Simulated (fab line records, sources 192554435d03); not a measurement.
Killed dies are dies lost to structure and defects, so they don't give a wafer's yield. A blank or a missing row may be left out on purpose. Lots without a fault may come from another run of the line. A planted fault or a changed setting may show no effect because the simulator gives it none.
Split-lot experiment | flow n5_finfet | 7 lots, 21 wafers read, on a route of 1938 steps

THE SPLIT
At N5_BEOL_M0_SAQP_COAT_34 (resist thk 30 nm), the setting spin_rpm was moved away from the recipe's 1500 rpm on 2 of the 21 wafers read, by -5.5% to +9.5%. The other wafers ran this setting at the recipe's value.

FROM THE SPLIT TO THE READING: what the file shows between them, 5 steps
- N5_BEOL_M0_SAQP_EBR_36
- N5_BEOL_M0_SAQP_SOFTBAKE_35: time 60 s
- N5_BEOL_M0_SAQP_EXPOSE_37: exposes mask M0 CUT1, target cd 30 nm
- N5_BEOL_M0_SAQP_PEB_38: peb time 60 s
- N5_BEOL_M0_SAQP_DEVELOP_39: develop time 30 s

THE READING
CAR-EUV_of_BEOL_M0_SAQP_COAT_34.thk_nm (the simulator's own value, which no gauge read), in nm, at N5_BEOL_M0_SAQP_DESCUM_45 (chemistry O2, time 7 s). The file gives no usual value for it. The 19 wafers here that ran the recipe average 26.1 nm, standard deviation 0.096 nm.

wafer  | tool, chamber at the split | spin_rpm as run, rpm | against the recipe | CAR-EUV_of_BEOL_M0_SAQP_COAT_34.thk_nm, nm | against lot-mates on the recipe
L074.1 | litho_track-01, 0          | 1500                 | recipe             | 26                                         | -
L074.3 | litho_track-01, 0          | 1500                 | recipe             | 26                                         | -
L074.6 | litho_track-01, 0          | 1500                 | recipe             | 26                                         | -
L076.2 | litho_track-01, 0          | 1418                 | -5.5%              | 27                                         | +1.0
L076.3 | litho_track-01, 0          | 1500                 | recipe             | 26                                         | -
L076.4 | litho_track-01, 0          | 1500                 | recipe             | 26                                         | -
L078.4 | litho_track-03, 0          | 1500                 | recipe             | 26                                         | -
L078.5 | litho_track-03, 0          | 1500                 | recipe             | 26                                         | -
L078.6 | litho_track-03, 0          | 1500                 | recipe             | 26.2                                       | -
L082.2 | litho_track-03, 0          | 1500                 | recipe             | 26.2                                       | -
L082.4 | litho_track-03, 0          | 1500                 | recipe             | 26.2                                       | -
L082.6 | litho_track-03, 0          | 1500                 | recipe             | 26.2                                       | -
L084.2 | litho_track-01, 0          | 1500                 | recipe             | 26.2                                       | -
L084.4 | litho_track-01, 0          | 1500                 | recipe             | 26                                         | -
L084.6 | litho_track-01, 0          | 1500                 | recipe             | 26                                         | -
L085.3 | litho_track-01, 0          | 1500                 | recipe             | 26                                         | -
L085.4 | litho_track-01, 0          | 1500                 | recipe             | 26                                         | -
L085.5 | litho_track-01, 0          | 1642                 | +9.5%              | 24.6                                       | -1.4
L093.1 | litho_track-01, 0          | 1500                 | recipe             | 26.2                                       | -
L093.6 | litho_track-01, 0          | 1500                 | recipe             | 26.2                                       | -
L093.4 | litho_track-01, 0          | 1500                 | recipe             | 26                                         | -

THE FIT
A straight line over all 21 wafers: CAR-EUV_of_BEOL_M0_SAQP_COAT_34.thk_nm changes by -0.159 nm for each +1% of spin_rpm; r = -0.97; the points scatter about the line by 0.098 nm.
The same after taking each lot's own level away (the mean of its wafers on the recipe; 21 wafers): -0.157 nm for each +1%; r = -0.98; scatter 0.074 nm.
On that fit, the largest move of spin_rpm shifts the reading by 1.5 nm.
The lots' own levels span 26.00 to 26.20 nm, that is 2.1 times the standard deviation above.
So the lot-to-lot level changes the slope little: the two slopes agree.
Check: with one of the wafers moved furthest among these (+9.5%) left out of the fit, the line predicts -1.73 nm for it against its lot-mates. It came out at -1.4 nm against them.

THE WHOLE CHAIN: every reading that the file lists as answering this split, in the file's order
step                       | what it does           | reading                                                                                 | change (the file's fit)               | r (the file's)
N5_BEOL_M0_SAQP_COAT_34    | resist thk 30 nm       | CAR-EUV_of_BEOL_M0_SAQP_COAT_34.thk_nm (the simulator's own value, which no gauge read) | -0.148 nm for each +1% of the setting | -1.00
N5_BEOL_M0_SAQP_DEVELOP_39 | develop time 30 s      | CAR-EUV_of_BEOL_M0_SAQP_COAT_34.thk_nm (the simulator's own value, which no gauge read) | -0.132 nm for each +1% of the setting | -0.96
N5_BEOL_M0_SAQP_DESCUM_45  | chemistry O2, time 7 s | CAR-EUV_of_BEOL_M0_SAQP_COAT_34.thk_nm (the simulator's own value, which no gauge read) | -0.157 nm for each +1% of the setting | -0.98

THE FILE'S OWN FIT
CAR-EUV_of_BEOL_M0_SAQP_COAT_34.thk_nm changes by -0.157 nm for each +1% of spin_rpm, r = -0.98.
